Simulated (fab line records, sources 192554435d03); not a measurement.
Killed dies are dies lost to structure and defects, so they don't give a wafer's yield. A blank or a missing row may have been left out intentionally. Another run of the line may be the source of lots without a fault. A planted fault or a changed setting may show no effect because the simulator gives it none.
fab line records -- flow n5-finfet
record lots=7, wafers=19, last-day=17
route steps=1938 shown BEOL_M14@1751 PASSIVATION@1936
lots that met no fault: taken from a fault-free run of the same line
start-h: hours from the record's first day to the start of the lot's first wafer shown -- wait-h: time in hours since the lot's previous step -- " identical to the entry in the row above -- L1.1+2: one row covering several wafers at once -- - no value present, or no start provided -- * or withheld: withheld -- < > ~ a bound
route shown NAME@n: NAME is a module with steps in the file, n the number in the route of the first one -- usual: mean and standard deviation over wafers with no fault -- same: alike in all rows -- chamber/n: place in a boat -- sites: each site's reading -- _std_site: standard deviation across them -- _edge_site: mean of outer sites minus mean of inner sites -- radius-mm: how far each site lies from the wafer's centre -- mask NAME#n: copy n -- behind: the most recent tool/chamber to have shaped the wafer -- hold: why the lot was held/for how many hours/how that ended -- device: the transistor (n, p or np) that didn't switch -- end of line: the tests these same wafers got at the end of their route -- a step with no rows: only its recipe -- killed: dies lost to structure and defects at the first sort, not the wafer's yield -- map: dies across one wafer; x = killed, . = not, _ = none there
set.NAME: setting as actually run; set.NAME@STEP: the setting as run at that earlier step -- model.NAME: the simulator's own value behind a step, which no gauge read
lots at selected steps of the route; one table per step, one row per wafer
services: when a tool's chamber went out of use (start-h, in hours from the record's first day, below 0 if earlier), for how many hours, and the reason
## steps
# step N5_BEOL_M14_ETCH_68
# recipe chemistry=N2/H2, target=SOC, mask-material=SiARC, source-w=3000, bias-w=350, temp-c=40, time-s=450, ion-energy-ev=200, pressure-mtorr=30, n2-flow-sccm=200, h2-flow-sccm=200
# usual drypump-motor-current-A=5.7/0.47, oes-product-au=0.80/0.09, rf-vpp-V=525.3/2.9, showerhead-plenum-p-Torr=2.59/0.11, throttle-valve-pct=17.78/0.3
lot.wafer,tool,chamber,start-h,wait-h,drypump-motor-current-A,oes-product-au,rf-hours-counter-h,rf-vpp-V,showerhead-plenum-p-Torr,throttle-valve-pct
L982.3,rie-diel-04,1,278.09,0.1,5.9,0.87,46,522.1,2.47,17.67
L982.5,rie-diel-04,0,278.09,0.1,5.5,0.85,-,526.9,2.71,17.86
L982.6,rie-diel-04,1,278.09,0.1,5.9,0.88,-,521.8,2.47,17.69
L984.3,rie-diel-01,2,283.23,0.1,5.1,0.87,56,528.9,2.71,17.99
L984.4,rie-diel-01,3,283.23,0.1,5.7,0.70,233,525.4,2.66,18.15
L985.3,rie-diel-03,0,284.47,0.1,6.2,0.68,232,525.0,2.63,18.28
L985.4,rie-diel-03,1,284.47,0.1,5.2,0.84,-,528.2,2.66,17.33
L986.1,rie-diel-03,0,299.37,0.1,6.3,0.67,239,526.3,2.63,18.30
L986.3,rie-diel-03,2,299.37,0.1,6.0,0.73,206,520.1,2.40,17.71
L986.6,rie-diel-03,2,299.37,0.1,6.0,0.73,-,522.5,2.40,17.69
L993.1,rie-diel-01,0,347.23,0.1,6.5,0.74,141,523.7,2.56,17.72
L993.4,rie-diel-01,1,347.23,0.1,5.8,0.93,-,528.6,2.72,17.47
L993.6,rie-diel-01,0,347.23,0.1,6.5,0.75,-,525.6,2.56,17.72
L997.2,rie-diel-01,2,368.23,0.1,5.1,0.83,89,527.4,2.70,18.04
L997.4,rie-diel-01,0,368.23,0.1,6.5,0.74,150,523.6,2.55,17.75
L997.6,rie-diel-01,0,368.23,0.1,6.5,0.74,-,524.5,2.55,17.71
L998.1,rie-diel-01,0,377.57,0.1,6.5,0.74,152,523.4,2.55,17.72
L998.3,rie-diel-01,1,377.57,0.1,5.7,0.89,22,529.6,2.72,17.49
L998.5,rie-diel-01,1,377.57,0.1,5.7,0.89,-,526.7,2.72,17.48
# step N5_BEOL_M14_STRIP_69
# recipe chemistry=N2/H2, temp-c=40, n2-flow-sccm=200, h2-flow-sccm=200, rf-frequency-hz=6e+07
# step N5_BEOL_M14_TRENCH_ETCH_34
# recipe chemistry=C4F8/O2/Ar, target=SiO2, target-depth-a=5566.5, mask-material=SOC, he-inner-torr=15, he-outer-torr=30, time-s=126.9, ion-energy-ev=800, pressure-mtorr=20, source-w=1905, bias-w=2040, Ar_flow_sccm=400, C4F8_flow_sccm=16, O2_flow_sccm=12
# usual drypump-motor-current-A=5.7/0.47, oes-product-au=0.80/0.089, rf-vpp-V=2245/48, showerhead-plenum-p-Torr=3.51/0.13, throttle-valve-pct=30.94/0.22
lot.wafer,tool,chamber,start-h,wait-h,drypump-motor-current-A,oes-product-au,rf-hours-counter-h,rf-vpp-V,showerhead-plenum-p-Torr,throttle-valve-pct
L982.3,rie-diel-04,1,278.36,0.0,5.8,0.89,46,2145,3.37,30.90
L982.5,rie-diel-04,0,278.36,0.0,5.5,0.83,-,2224,3.66,31.05
L982.6,rie-diel-04,1,278.36,0.0,5.8,0.88,-,2146,3.37,30.88
L984.3,rie-diel-01,2,283.50,0.0,5.1,0.87,56,2221,3.63,31.13
L984.4,rie-diel-01,3,283.50,0.0,5.7,0.70,233,2351,3.52,30.92
L985.3,rie-diel-03,0,284.74,0.0,6.2,0.67,232,2231,3.52,31.12
L985.4,rie-diel-03,1,284.74,0.0,5.2,0.83,-,2289,3.62,30.66
L986.1,rie-diel-03,0,299.65,0.0,6.2,0.67,240,2231,3.51,31.14
L986.3,rie-diel-03,2,299.65,0.0,6.0,0.74,206,2231,3.27,30.88
L986.6,rie-diel-03,2,299.65,0.0,6.0,0.74,-,2231,3.27,30.89
L993.1,rie-diel-01,0,347.51,0.0,6.5,0.75,141,2224,3.48,31.06
L993.4,rie-diel-01,1,347.51,0.0,5.8,0.94,-,2235,3.66,30.54
L993.6,rie-diel-01,0,347.51,0.0,6.6,0.75,-,2225,3.48,31.05
L997.2,rie-diel-01,2,368.50,0.0,5.0,0.83,89,2221,3.61,31.15
L997.4,rie-diel-01,0,368.50,0.0,6.5,0.74,150,2225,3.47,31.05
L997.6,rie-diel-01,0,368.50,0.0,6.6,0.75,-,2225,3.47,31.06
L998.1,rie-diel-01,0,377.84,0.0,6.5,0.75,153,2224,3.47,31.05
L998.3,rie-diel-01,1,377.84,0.0,5.8,0.91,23,2233,3.65,30.54
L998.5,rie-diel-01,1,377.84,0.0,5.8,0.90,-,2232,3.65,30.54
# step N5_BEOL_M14_STRIP_70
# recipe chemistry=C4F8/O2/Ar, resist=SiARC, rf-frequency-hz=6e+07
# step N5_BEOL_M14_OCD_MEAS_35
# usual trench-depth-nm=560/19
lot.wafer,tool,chamber,start-h,wait-h,trench-depth-nm
L982.3,ocd-01,-,278.52,0.0,562
L982.5,ocd-01,-,278.52,0.0,545
L982.6,ocd-01,-,278.52,0.0,560
L984.3,ocd-02,-,283.66,0.0,555
L984.4,ocd-02,-,283.66,0.0,550
L985.3,ocd-02,-,284.91,0.0,530
L985.4,ocd-02,-,284.91,0.0,577
L986.1,ocd-02,-,299.80,0.0,526
L986.3,ocd-02,-,299.80,0.0,563
L986.6,ocd-02,-,299.80,0.0,569
L993.1,ocd-01,-,347.67,0.0,554
L993.4,ocd-01,-,347.67,0.0,572
L993.6,ocd-01,-,347.67,0.0,555
L997.2,ocd-02,-,368.66,0.0,553
L997.4,ocd-02,-,368.66,0.0,553
L997.6,ocd-02,-,368.66,0.0,557
L998.1,ocd-01,-,378.00,0.0,555
L998.3,ocd-01,-,378.00,0.0,562
L998.5,ocd-01,-,378.00,0.0,561
# step N5_BEOL_M14_STRIP_37
# recipe chemistry=O2, power-w=600, temp-c=60, pressure-mtorr=30, rf-frequency-hz=6e+07, bias-power-w=0, overash-fraction=0.3, o2-flow-sccm=225
# step N5_BEOL_M14_ETCH_38
# recipe chemistry=CF4/N2, target=SiCN, target-depth-a=1065, taper-deg=2, time-s=120.6, ion-energy-ev=150, mask-material=SiO2, pressure-mtorr=40, source-w=430, bias-w=70, Ar_flow_sccm=100, cf4-flow-sccm=60, n2-flow-sccm=60
# step N5_BEOL_M14_PRECLEAN_39
# recipe chemistry=residue-remover, time-s=60, temp-c=40
# step N5_BEOL_M14_SRD_40
# recipe time-s=30, temp-c=23, rinse-liquid=diw, dry=n2-spin, spin-rpm=1500, dry-time-s=30
# step N5_BEOL_M14_DEGAS_41
# recipe ambient=vacuum, temp-c=300, time-s=60
# usual heater-power-w=447/55
lot.wafer,tool,chamber,start-h,wait-h,heater-power-w
L982.3,pvd-sputter-02,-,280.04,0.4,400
L982.5,pvd-sputter-02,-,280.04,0.4,394
L982.6,pvd-sputter-02,-,280.04,0.4,497
L984.3,pvd-sputter-02,-,284.94,0.6,486
L984.4,pvd-sputter-02,-,284.94,0.6,401
L985.3,pvd-sputter-02,-,288.62,0.3,405
L985.4,pvd-sputter-02,-,288.62,0.3,504
L986.1,pvd-sputter-02,-,300.26,0.2,395
L986.3,pvd-sputter-02,-,300.26,0.2,415
L986.6,pvd-sputter-02,-,300.26,0.2,395
L993.1,pvd-sputter-03,-,349.88,0.3,403
L993.4,pvd-sputter-03,-,349.88,0.3,589
L993.6,pvd-sputter-03,-,349.88,0.3,425
L997.2,pvd-sputter-01,-,371.17,0.3,412
L997.4,pvd-sputter-01,-,371.17,0.3,423
L997.6,pvd-sputter-01,-,371.17,0.3,466
L998.1,pvd-sputter-02,-,379.09,0.2,402
L998.3,pvd-sputter-02,-,379.09,0.2,401
L998.5,pvd-sputter-02,-,379.09,0.2,407
# step N5_BEOL_M14_PRE_CLEAN_42
# recipe gas=H2/He, time-s=30, temp-c=300
# usual heater-power-w=449/56
lot.wafer,tool,chamber,start-h,wait-h,heater-power-w
L982.3,pvd-sputter-02,-,280.08,0.0,395
L982.5,pvd-sputter-02,-,280.08,0.0,393
L982.6,pvd-sputter-02,-,280.08,0.0,500
L984.3,pvd-sputter-02,-,284.98,0.0,493
L984.4,pvd-sputter-02,-,284.98,0.0,411
L985.3,pvd-sputter-02,-,288.66,0.0,408
L985.4,pvd-sputter-02,-,288.66,0.0,500
L986.1,pvd-sputter-02,-,300.30,0.0,398
L986.3,pvd-sputter-02,-,300.30,0.0,401
L986.6,pvd-sputter-02,-,300.30,0.0,396
L993.1,pvd-sputter-03,-,349.92,0.0,415
L993.4,pvd-sputter-03,-,349.92,0.0,578
L993.6,pvd-sputter-03,-,349.92,0.0,419
L997.2,pvd-sputter-01,-,371.21,0.0,402
L997.4,pvd-sputter-01,-,371.21,0.0,421
L997.6,pvd-sputter-01,-,371.21,0.0,481
L998.1,pvd-sputter-02,-,379.13,0.0,405
L998.3,pvd-sputter-02,-,379.13,0.0,402
L998.5,pvd-sputter-02,-,379.13,0.0,403
# step N5_BEOL_M14_SPUTTER_43
# recipe material=TaN, target-thk-a=150, temp-c=50, bias-v=168.6, power-w=15000, chamber-pressure-pa=0.12, time-s=24.19
# step N5_BEOL_M14_SPUTTER_44
# recipe material=Ta, target-thk-a=150, temp-c=50, bias-v=80, power-w=15000, chamber-pressure-pa=0.07, time-s=24.19
# usual bias-v=79.9/0.73, throttle-valve-pct=29.7/0.91
lot.wafer,tool,chamber,start-h,wait-h,bias-v,throttle-valve-pct,model.Ta_of_BEOL_M14_SPUTTER_44.thk-nm
L982.3,pvd-sputter-02,-,280.20,0.0,80.5,29.7,15.2
L982.5,pvd-sputter-02,-,280.20,0.0,78.9,31.0,15.4
L982.6,pvd-sputter-02,-,280.20,0.0,80.4,29.3,15
L984.3,pvd-sputter-02,-,285.10,0.0,81.5,29.4,15
L984.4,pvd-sputter-02,-,285.10,0.0,79.0,28.8,8
L985.3,pvd-sputter-02,-,288.78,0.0,79.9,28.6,15
L985.4,pvd-sputter-02,-,288.78,0.0,80.9,29.0,8
L986.1,pvd-sputter-02,-,300.42,0.0,80.8,31.1,8.6
L986.3,pvd-sputter-02,-,300.42,0.0,80.3,29.1,15.2
L986.6,pvd-sputter-02,-,300.42,0.0,78.4,29.5,15.2
L993.1,pvd-sputter-03,-,350.04,0.0,79.8,30.4,15.2
L993.4,pvd-sputter-03,-,350.04,0.0,80.3,27.6,15.4
L993.6,pvd-sputter-03,-,350.04,0.0,80.5,30.7,15.2
L997.2,pvd-sputter-01,-,371.33,0.0,80.1,30.2,15
L997.4,pvd-sputter-01,-,371.33,0.0,79.7,30.5,15
L997.6,pvd-sputter-01,-,371.33,0.0,80.8,28.6,14.8
L998.1,pvd-sputter-02,-,379.25,0.0,80.3,31.2,15.4
L998.3,pvd-sputter-02,-,379.25,0.0,80.0,29.6,15.4
L998.5,pvd-sputter-02,-,379.25,0.0,78.8,30.8,15.4
# step N5_BEOL_M14_SPUTTER_45
# recipe material=Cu, target-thk-a=1000, temp-c=-20, bias-v=60, power-w=26000, chamber-pressure-pa=0.13, time-s=16.67
# usual bias-v=60.0/0.61, chuck-gas-flow-sccm=1.27/0.048, throttle-valve-pct=29.7/0.92
lot.wafer,tool,chamber,start-h,wait-h,bias-v,chuck-gas-flow-sccm,throttle-valve-pct
L982.3,pvd-sputter-02,-,280.28,0.0,60.0,1.28,29.7
L982.5,pvd-sputter-02,-,280.28,0.0,59.5,1.31,31.0
L982.6,pvd-sputter-02,-,280.28,0.0,59.4,1.33,29.4
L984.3,pvd-sputter-02,-,285.18,0.0,59.3,1.28,29.2
L984.4,pvd-sputter-02,-,285.18,0.0,60.5,1.16,29.0
L985.3,pvd-sputter-02,-,288.86,0.0,60.6,1.22,28.8
L985.4,pvd-sputter-02,-,288.86,0.0,60.9,1.25,29.0
L986.1,pvd-sputter-02,-,300.50,0.0,60.2,1.30,31.3
L986.3,pvd-sputter-02,-,300.50,0.0,60.9,1.23,28.8
L986.6,pvd-sputter-02,-,300.50,0.0,60.4,1.31,30.0
L993.1,pvd-sputter-03,-,350.12,0.0,59.5,1.23,30.4
L993.4,pvd-sputter-03,-,350.12,0.0,60.4,1.36,27.9
L993.6,pvd-sputter-03,-,350.12,0.0,59.3,1.28,30.6
L997.2,pvd-sputter-01,-,371.41,0.0,60.3,1.24,30.1
L997.4,pvd-sputter-01,-,371.41,0.0,60.0,1.27,30.5
L997.6,pvd-sputter-01,-,371.41,0.0,60.7,1.23,28.6
L998.1,pvd-sputter-02,-,379.33,0.0,59.4,1.28,31.0
L998.3,pvd-sputter-02,-,379.33,0.0,59.2,1.20,29.5
L998.5,pvd-sputter-02,-,379.33,0.0,59.2,1.30,31.0
# step N5_BEOL_M14_ECD_47
# recipe material=Cu, target-thk-a=12480
# step N5_BEOL_M14_ANNEAL_48
# recipe temp-c=225, time-s=90, ambient=N2
# step N5_BEOL_M14_CMP_49
# recipe stop-on=SiO2, t-overpolish-s=5.2, down-force-psi=2, platen-rpm=80, clearing-platen-down-force-psi=2, clearing-platen-rpm=80, post-cmp-clean=cu-alkaline, target-thk-nm=560, clearing-platen-pad-velocity-m-s=1.5917, pad-velocity-m-s=1.5917
# usual barrier-field-endpoint-s=11.38/0.29, motor-current-A=8.3/1.2
lot.wafer,tool,chamber,start-h,wait-h,barrier-field-endpoint-s,motor-current-A
L982.3,cmp-03,1,281.61,0.3,10.93,11.1
L982.6,cmp-03,3,281.61,0.3,10.74,7.5
L982.5,cmp-03,0,281.61,0.3,11.88,6.6
L984.3,cmp-01,0,285.84,0.2,11.52,8.7
L984.4,cmp-01,2,285.84,0.2,8.80,8.3
L985.3,cmp-01,2,289.66,0.2,11.56,8.6
L985.4,cmp-01,0,289.66,0.2,8.92,9.6
L986.3,cmp-03,1,301.14,0.2,11.58,11.8
L986.1,cmp-03,0,301.14,0.2,9.22,7.5
L986.6,cmp-03,2,301.14,0.2,11.42,8.3
L993.1,cmp-03,2,350.80,0.3,11.30,8.2
L993.4,cmp-03,3,350.80,0.3,11.11,7.6
L993.6,cmp-03,0,350.80,0.3,12.02,7.3
L997.4,cmp-04,0,372.01,0.1,11.45,7.8
L997.2,cmp-04,1,372.01,0.1,11.37,9.2
L997.6,cmp-04,1,372.01,0.1,11.44,9.6
L998.3,cmp-01,3,381.07,0.5,10.71,7.6
L998.1,cmp-01,1,381.07,0.5,11.26,7.1
L998.5,cmp-01,0,381.07,0.5,11.30,9.1
# step N5_PASSIVATION_PROBE_49
# usual defect-limited-yield=91.4/1.6, killed_at_M0_to_M3=31/11, killed_at_M4_up=14/5.7, killed-at-contacts=12/6, killed-at-front-end=41/13, killed-at-other=3.3/2.8, killed-dies=101/19, killed-open=67/14, killed-short=33/8.2, sort_bin_5_function=5.0/1.1, sort_bin_6_memory=3.3/0.74, sort-n-pass=1078/20, sort-yield-pct=91.3/1.7
# same gross-dies=1180, killed-at-back-side=0, sort_bin_4_leakage[%]=0, sort_bin_8_speed[%]=0
lot.wafer,tool,chamber,start-h,wait-h,defect-limited-yield[%],killed_at_M0_to_M3,killed_at_M4_up,killed-at-contacts,killed-at-front-end,killed-at-other,killed-dies,killed-open,killed-short,sort_bin_5_function[%],sort_bin_6_memory[%],sort-n-pass,sort-yield-pct[%]
L984.4,prober-01,-,307.83,0.2,90.4,47,8,17,39,2,113,69,38,5.7,3.3,1067,90.4
L985.3,prober-01,-,311.14,0.1,91.0,34,17,22,33,0,106,61,41,5.6,3.2,1074,91.0
# killed by level:class
L984.4 BEOL_M0_SAQP:geometric-particle:short=13 MOL_CONTACT_COAG:geometric-particle:open=12 BEOL_M2:geometric-particle:open=9 BEOL_M0_SAQP:geometric-particle:open=8 FIN_SAQP:geometric-particle:short=7 BEOL_M3:geometric-particle:open=6 STI_FIN_REVEAL:geometric-particle:open=5 MOL_CONTACT_COAG:geometric-particle:short=5
L985.3 MOL_CONTACT_COAG:geometric-particle:open=16 BEOL_M0_SAQP:geometric-particle:short=12 BEOL_M0_SAQP:geometric-particle:open=7 FIN_SAQP:geometric-particle:open=6 MOL_CONTACT_COAG:geometric-particle:short=6 BEOL_M3:geometric-particle:open=6 BEOL_M4:geometric-particle:open=5 STI_FIN_REVEAL:geometric-particle:open=4
## services
tool,chamber,start-h,hours,kind
cmp-01,-,259.28,1.8,repair
cmp-04,-,294.47,5.7,pm
cmp-03,-,297.03,4.0,pm
rie-diel-01,2,299.64,2.8,repair
rie-diel-01,1,302.48,-,clean
rie-diel-01,1,302.48,-,consumable-replace:focus-ring
rie-diel-01,1,302.48,-,consumable-replace:showerhead
rie-diel-01,1,302.48,17.3,scheduled-down
rie-diel-01,1,302.48,17.3,vent-cycle
cmp-03,-,328.25,0.4,repair
rie-diel-01,3,329.51,-,clean
rie-diel-01,3,329.51,-,consumable-replace:focus-ring
rie-diel-01,3,329.51,22.1,scheduled-down
rie-diel-01,3,329.51,22.1,vent-cycle
cmp-04,-,329.56,1.9,repair
pvd-sputter-02,-,335.77,2.8,repair
pvd-sputter-01,-,342.33,3.2,repair
cmp-04,-,358.55,0.7,repair
pvd-sputter-02,-,362.69,0.6,repair
rie-diel-04,3,366.32,7.2,repair
cmp-03,-,367.11,5.4,pm
cmp-03,-,375.54,6.6,repair
cmp-04,-,380.32,0.3,repair
rie-diel-01,3,380.66,7.1,repair
## key
first-sign step=N5_BEOL_M14_CMP_49, reading=barrier-field-endpoint-s, direction=down, sigmas=8.2, usual=11.38, struck=8.98
effect none on later readings
model-effect step=N5_BEOL_M14_SPUTTER_44, value=Ta_of_BEOL_M14_SPUTTER_44.thk-nm, without=15.13, struck=8.2
met-at N5_BEOL_M14_SPUTTER_44
struck-wafers L984.4,L985.4,L986.1
onset-between 280.20 285.10
fault kind=process-parameter-drift, tool=pvd-sputter-02, chamber=-, onset-h=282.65, steps=N5_BEOL_M14_SPUTTER_44, channel=time-s, offset=*, shape=step, end-h=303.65, scope=struck-wafers-only, acts-in=*, stated=*
